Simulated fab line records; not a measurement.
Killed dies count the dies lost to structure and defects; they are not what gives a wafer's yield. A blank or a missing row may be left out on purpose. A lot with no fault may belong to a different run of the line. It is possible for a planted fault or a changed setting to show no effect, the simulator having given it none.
A struck lot beside a sound one | flow nand-harc | 13 steps out of a route of 1302
Sound: the wafers L956.2, L956.3, L956.4. Struck: wafer L971.3 (left out: L971.1, a lot-mate that was not struck); the cause follows at the end.
Order at every step that has rows: each side's tool, ch and its chambers, its first start. Under that, the readings that differ: sound wafers | struck wafers | difference of the means | sigmas: that difference in standard deviations of wafers without a fault.
alike: readings whose means differ by less than 2 such deviations, and words and numbers that are the same on both sides. not compared: withheld readings, readings that some wafer has no value for, bounds like >300 that may hide the same value, and numbers for which the record gives no deviation and whose values overlap.
The two part at a step that has a row with sigmas, a row that says differs or no value, or rows on one side only. Numbers that have no deviation but don't overlap get no sigmas and don't part them. Lack of a reading on every wafer of one side parts them only where that side has two or more wafers.

first, 2 steps without rows for these wafers: NHARC_A_SOURCE_PLATE_CVD_03 (deposits poly-Si, target thk 200 nm, time 4000 s); NHARC_A_SOURCE_PLATE_ANNEAL_05 (time 1800 s).
NHARC_A_SOURCE_PLATE_THK_MEAS_06: measures by ellipsometry.
  sound on film-metro-01 at day 9 04:41; struck on film-metro-01 at day 15 01:24
  alike: thk-nm
NHARC_A_SOURCE_PLATE_INSPECT_08:
  sound on defect-inspect-01 at day 9 04:46; struck on defect-inspect-01 at day 15 01:30
  alike: raw-defect-count
after that, 1 step with no rows for these wafers: NHARC_A_ONON_D1_DEP_00 (target thk 1000 nm).
NHARC_A_ONON_D1_THK_MEAS_02: measures by ellipsometry.
  sound on film-metro-02 at day 9 05:32; struck on film-metro-02 at day 15 02:05
  alike: thk-nm
after that, 1 step with no rows for these wafers: NHARC_A_ONON_D1_DEP_03 (target thk 1000 nm).
NHARC_A_ONON_D1_THK_MEAS_05: measures by ellipsometry.
  sound on film-metro-01 at day 9 06:13; struck on film-metro-02 at day 15 02:38
  alike: thk-nm
after that, 1 step with no rows for these wafers: NHARC_A_ONON_D1_DEP_06 (target thk 1000 nm).
NHARC_A_ONON_D1_THK_MEAS_08: measures by ellipsometry.
  sound on film-metro-01 at day 9 06:50; struck on film-metro-01 at day 15 03:13
  alike: thk-nm
NHARC_A_ONON_D1_DEP_09: target thk 1000 nm.
  sound on pecvd-onon-03 ch 0, day 9 06:56; struck on pecvd-onon-03 ch 0, day 15 03:16
  alike: nh3-flow-sccm
NHARC_A_ONON_D1_THK_MEAS_11: measures by ellipsometry.
  sound on film-metro-02 at day 9 07:23; struck on film-metro-02 at day 15 03:46
  reading     | sound       | struck | difference | sigmas
  thk-nm (nm) | 999 998 999 | 1078   | +79        | +8
after that, 1 step with no rows for these wafers: NHARC_A_ONON_D1_DEP_12 (target thk 1000 nm).

== WHERE THEY PART ==
Within this record, at NHARC_A_ONON_D1_THK_MEAS_11 only.

WHY: what had been put in by the simulator
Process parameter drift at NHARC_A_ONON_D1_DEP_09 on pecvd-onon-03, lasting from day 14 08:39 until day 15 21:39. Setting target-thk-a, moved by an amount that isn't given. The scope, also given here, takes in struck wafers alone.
